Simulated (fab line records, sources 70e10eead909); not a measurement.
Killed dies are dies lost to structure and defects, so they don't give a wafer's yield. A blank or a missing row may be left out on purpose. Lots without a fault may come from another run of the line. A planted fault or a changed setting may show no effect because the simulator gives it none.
Which tool did it? | flow nand_harc | 6 lots, 18 wafers sampled, at 4 steps of a route of 1302

WHAT THE GAUGES READ, wafer by wafer
NHARC_END_SORT_01.
lot  | measured     | on        | killed_at_other
L514 | day 25 16:59 | prober-02 | 0 0 0
L517 | day 27 14:13 | prober-01 | 4 1 2
L521 | day 28 06:49 | prober-02 | 3 2 2
L522 | day 29 00:11 | prober-02 | 1 0 0
L530 | day 31 21:22 | prober-01 | 0 0 1
L535 | day 34 14:47 | prober-01 | 0 0 0

WHICH TOOL RAN EACH LOT (tool, then ch and the chambers of the sampled wafers, then the start)
lot  | NHARC_P_M2_ETCH_15                            | NHARC_P_M2_PRE_CLEAN_32         | NHARC_P_BONDPAD_DEP_00
L514 | rie_diel-01 ch 0,1,3, day 7 10:08 or earlier  | pecvd-01 ch 0,1,2, day 7 10:12  | pecvd-01 ch 1,2, day 7 10:43
L517 | rie_diel-01 ch 0,1, day 8 21:08 or earlier    | pecvd-01 ch 1,2, day 8 21:14    | pecvd-02 ch 0,1,2, day 8 21:44
L521 | rie_diel-03 ch 1,3, day 10 13:17 or earlier   | pecvd-04 ch 1,2, day 10 13:22   | pecvd-04 ch 0,2, day 10 13:55
L522 | rie_diel-03 ch 1,2,3, day 11 05:26 or earlier | pecvd-02 ch 0,1,2, day 11 05:32 | pecvd-01 ch 0,1,2, day 11 06:07
L530 | rie_diel-01 ch 1,3, day 13 23:41 or earlier   | pecvd-04 ch 0,2, day 13 23:46   | pecvd-04 ch 0,1,2, day 14 00:13
L535 | rie_diel-06 ch 1,2,3, day 16 11:17 or earlier | pecvd-01 ch 0,1, day 16 11:22   | pecvd-04 ch 0,2, day 16 11:50
- NHARC_P_M2_ETCH_15: etches the open film in C4F8/Ar, target depth 182.5 nm, time 91.2 s.
- NHARC_P_M2_PRE_CLEAN_32: time 12 s.
- NHARC_P_BONDPAD_DEP_00: deposits SiCN, target thk 250 nm.

THE ANSWER, worked out from the rows above alone
Rule: what is usual is taken from the lots themselves. Put in order of their means at a reading, lots are off if they are a third of the lots or fewer, leave a main group of 4 or more, and stand apart from it by a gap of 3 or more times the standard deviation of the main group's means; of several such gaps the widest counts. A main group whose means are all the same, to the digits that the tables above print for the reading, isn't used. A lot without any number at a reading at which 4 lots or more have one is off too. The other lots that the step has rows for count as sound.
No lot is off at any reading shown: from this, nothing can be told.

WHAT THE SIMULATOR HAD PUT IN
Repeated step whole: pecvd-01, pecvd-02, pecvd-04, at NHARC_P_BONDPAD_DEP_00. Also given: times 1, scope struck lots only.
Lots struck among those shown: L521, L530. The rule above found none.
